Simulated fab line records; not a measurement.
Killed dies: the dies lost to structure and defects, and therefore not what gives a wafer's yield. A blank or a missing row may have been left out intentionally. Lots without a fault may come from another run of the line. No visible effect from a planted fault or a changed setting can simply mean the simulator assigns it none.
Chamber matching / flow n5-finfet / rie-diel-03 running N5_BEOL_M0_CUTY_ETCH_62: 4 sister chambers
The step etches SiARC in CF4, time 58.5 s. 4 wafers are shown with their chamber, then 12 later ones without.

WAFERS WITH THEIR CHAMBER
wafer=L083.5; chamber=2; showerhead-plenum-p-Torr (Torr)=2.10
wafer=L089.2; chamber=0; showerhead-plenum-p-Torr (Torr)=2.18
wafer=L089.3; chamber=1; showerhead-plenum-p-Torr (Torr)=2.03
wafer=L089.6; chamber=3; showerhead-plenum-p-Torr (Torr)=2.27

WAFERS WITH NO CHAMBER GIVEN
wafer=L095.1; showerhead-plenum-p-Torr (Torr)=2.26
wafer=L095.2; showerhead-plenum-p-Torr (Torr)=2.18
wafer=L095.3; showerhead-plenum-p-Torr (Torr)=2.09
wafer=L095.4; showerhead-plenum-p-Torr (Torr)=2.09
wafer=L095.5; showerhead-plenum-p-Torr (Torr)=2.26
wafer=L095.6; showerhead-plenum-p-Torr (Torr)=2.18
wafer=L096.1; showerhead-plenum-p-Torr (Torr)=2.18
wafer=L096.2; showerhead-plenum-p-Torr (Torr)=2.26
wafer=L096.3; showerhead-plenum-p-Torr (Torr)=2.09
wafer=L096.4; showerhead-plenum-p-Torr (Torr)=2.18
wafer=L096.5; showerhead-plenum-p-Torr (Torr)=2.09
wafer=L096.6; showerhead-plenum-p-Torr (Torr)=2.26

WHICH CHAMBER EACH WENT THROUGH
wafer=L095.1; from the rows above=3; in truth=3
wafer=L095.2; from the rows above=0; in truth=0
wafer=L095.3; from the rows above=2; in truth=2
wafer=L095.4; from the rows above=2; in truth=2
wafer=L095.5; from the rows above=3; in truth=3
wafer=L095.6; from the rows above=0; in truth=0
wafer=L096.1; from the rows above=0; in truth=0
wafer=L096.2; from the rows above=3; in truth=3
wafer=L096.3; from the rows above=2; in truth=2
wafer=L096.4; from the rows above=0; in truth=0
wafer=L096.5; from the rows above=2; in truth=2
wafer=L096.6; from the rows above=3; in truth=3
12 of 12 placed correctly. Can't be placed from these rows: 0. 0 placed wrongly.
How it was worked out, from the rows above alone: a wafer's distance from a chamber is the root of the sum, over the readings, of the square of ((its reading less the chamber's mean) divided by the reading's scatter). The wafer belongs to the nearest chamber; if the next one is less than 2 further off, it can't be placed. The mean given for a chamber averages the wafers shown for that chamber. The scatter (one wafer shown for each chamber): square how far every hidden wafer sits from the nearest shown wafer, average those squares and take the square root.
